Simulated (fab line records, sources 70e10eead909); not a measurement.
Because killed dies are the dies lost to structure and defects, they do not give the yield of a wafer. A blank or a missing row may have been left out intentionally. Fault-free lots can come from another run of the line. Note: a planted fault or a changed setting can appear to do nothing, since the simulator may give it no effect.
Struck lot and sound lot, side by side / flow nand-harc / 25 steps out of a route of 1302
Sound: these wafers, L580.3, L580.4, L580.5. The struck wafers were L595.1, L595.2, L595.3. At the end, the cause is stated.
Each step with rows lists, per side, the tool, then ch with its chambers, then its first start. Under that, the readings that differ: sound wafers / struck wafers / difference of the means / sigmas: that difference in standard deviations of wafers without a fault.
alike: readings whose means differ by less than 2 such deviations, and words and numbers that are the same on both sides. not compared: withheld readings, readings that some wafer has no value for, bounds like >300 that may hide the same value, and numbers for which the record gives no deviation and whose values overlap.
Wherever a step has rows on one side only, a row that says differs or no value, or a row with sigmas, the two part there. Non-overlapping numbers with no deviation appear without sigmas and do not part them. A reading missing from all wafers of one side parts the sides only when that side holds two or more wafers.

first, 1 step without rows for these wafers: NHARC_P_M0_SRD_25.
NHARC_P_M0_INSPECT_27:
  sound: defect-inspect-02 at day 7 17:07; struck: defect-inspect-02 at day 13 23:56
  alike: raw-defect-count
NHARC_P_M0_PRE_CLEAN_31: time 12 s.
  sound on pecvd-03 ch 0,2, day 7 17:11; struck on pecvd-03 ch 0,1,2, day 14 00:00
  alike: heater-power-w
NHARC_P_M0_DEP_32: deposits SiCN, target thk 30 nm.
  sound on pecvd-03 ch 0,2, day 7 17:18; struck on pecvd-03 ch 0,1,2, day 14 00:05
  alike: heater-power-w, showerhead-vpp-V
then, 7 steps without rows for these wafers: NHARC_P_M1_DEP_00 (deposits SiOC, target thk 182.5 nm); NHARC_P_M1_DEHYDRATE_01 (time 120 s); NHARC_P_M1_HMDS_02 (time 30 s); NHARC_P_M1_COAT_34 (time 65 s); NHARC_P_M1_COAT_03 (resist thk 90 nm); NHARC_P_M1_SOFTBAKE_04 (time 55 s); NHARC_P_M1_EBR_05.
NHARC_P_M1_EXPOSE_06: exposes mask P M1, target cd 130 nm.
  sound on arfi-scanner-01 ch 0, day 7 18:16; struck on arfi-scanner-01 ch 0, day 14 01:11
reading=exposure-dose-mJ-cm2; sound=81.93 81.96 81.79; struck=78.87 79.06 78.98; difference=-2.92; sigmas=-37
  alike: mask
then, 2 steps without rows for these wafers: NHARC_P_M1_PEB_07 (peb time 65 s); NHARC_P_M1_DEVELOP_08 (develop time 35 s).
NHARC_P_M1_CD_MEAS_09: target cd 130 nm.
  sound on cd-sem-01 ch 0, day 7 18:23; struck on cd-sem-01 ch 0, day 14 01:20
reading=cd-nm (nm); sound=129.6 128.9 130.0; struck=127.0 128.4 127.7; difference=-1.8; sigmas=-4
NHARC_P_M1_OVL_MEAS_10: pitch 260 nm.
  sound: overlay-02 at day 7 18:29; struck: overlay-01 at day 14 01:25
  alike: overlay-x-nm, overlay-y-nm
NHARC_P_M1_INSPECT_11:
  sound: defect-inspect-01 at day 7 18:31; struck: defect-inspect-01 at day 14 01:28
  alike: raw-defect-count
NHARC_P_M1_DESCUM_14: chemistry O2, time 3 s.
  sound on rie-diel-08 ch 0,1,3, day 7 18:35; struck on rie-diel-08 ch 0,1,2, day 14 01:31
reading=model.P_M1.cd-nm (nm); sound=129.4 128.7 130.5; struck=126.8 128.1 127.4; difference=-2.1; sigmas=
  alike: drypump-motor-current-A, oes-product-au, rf-vpp-V, showerhead-plenum-p-Torr, throttle-valve-pct
  not compared: rf-hours-counter-h
NHARC_P_M1_ETCH_35: etches the open film in N2/H2, target depth 40 nm, overetch 12 nm, time 43.94 s.
  sound on rie-diel-08 ch 0,1, day 7 18:41; struck on rie-diel-08 ch 0,1,2, day 14 01:37
  alike: bias-w, drypump-motor-current-A, h2-flow-sccm, oes-product-au, rf-vpp-V, showerhead-plenum-p-Torr, throttle-valve-pct
  not compared: rf-hours-counter-h
NHARC_P_M1_ETCH_15: etches the open film in C4F8/Ar, target depth 182.5 nm, time 91.2 s.
  sound on rie-diel-08 ch 0,1; struck on rie-diel-08 ch 0,2,3
  alike: bias-w, oes-product-au, rf-vpp-V
  not compared: rf-hours-counter-h
NHARC_P_M1_CD_MEAS_16:
  sound: cd-sem-01 at day 7 18:56; struck: cd-sem-03 at day 14 01:49
reading=cd-nm (nm); sound=129.2 128.9 130.0; struck=126.3 128.3 127.4; difference=-2.0; sigmas=-3
NHARC_P_M1_STRIP_18: strips in N2/H2.
  sound on rie-diel-06 ch 0,1,3, day 7 19:03; struck on rie-diel-08 ch 0,2,3, day 14 01:54
  alike: drypump-motor-current-A, h2-flow-sccm, oes-product-au, rf-vpp-V, showerhead-plenum-p-Torr, throttle-valve-pct
  not compared: rf-hours-counter-h
NHARC_P_M1_ETCH_28: etches the open film in CF4/N2, target depth 30 nm, time 72.99 s.
  sound on rie-diel-06 ch 0,1,2; struck on rie-diel-08 ch 0,1,2
  alike: bias-w, drypump-motor-current-A, oes-product-au, rf-vpp-V, showerhead-plenum-p-Torr, throttle-valve-pct
  not compared: rf-hours-counter-h, model.P_M1.cd-nm
then, 1 step without rows for these wafers: NHARC_P_M1_STRIP_19 (strips in post etch residue remover, time 600 s).
-- jump in the record: it breaks off in module P_M1 and resumes in module END (first step shown: number 1302 of the route), and 19 days separate the struck wafers' starts before and after --
NHARC_END_SORT_01:
  sound on prober-02 ch 0, day 25 14:32; struck on prober-01 ch 0, day 33 02:34
  alike: defect-limited-yield, killed-at-array, killed-at-other, killed-at-periphery, killed-dies, killed-open, killed-short

WHERE THEY PART
First at NHARC_P_M1_EXPOSE_06; last, within this record, at NHARC_P_M1_CD_MEAS_16. Later steps at which nothing parts them and some readings are alike: NHARC_P_M1_STRIP_18, NHARC_P_M1_ETCH_28, NHARC_END_SORT_01.

WHY: what had been put in by the simulator
Process parameters drifting: arfi-scanner-01 at NHARC_P_M1_EXPOSE_06, beginning at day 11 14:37. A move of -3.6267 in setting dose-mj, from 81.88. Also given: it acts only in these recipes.
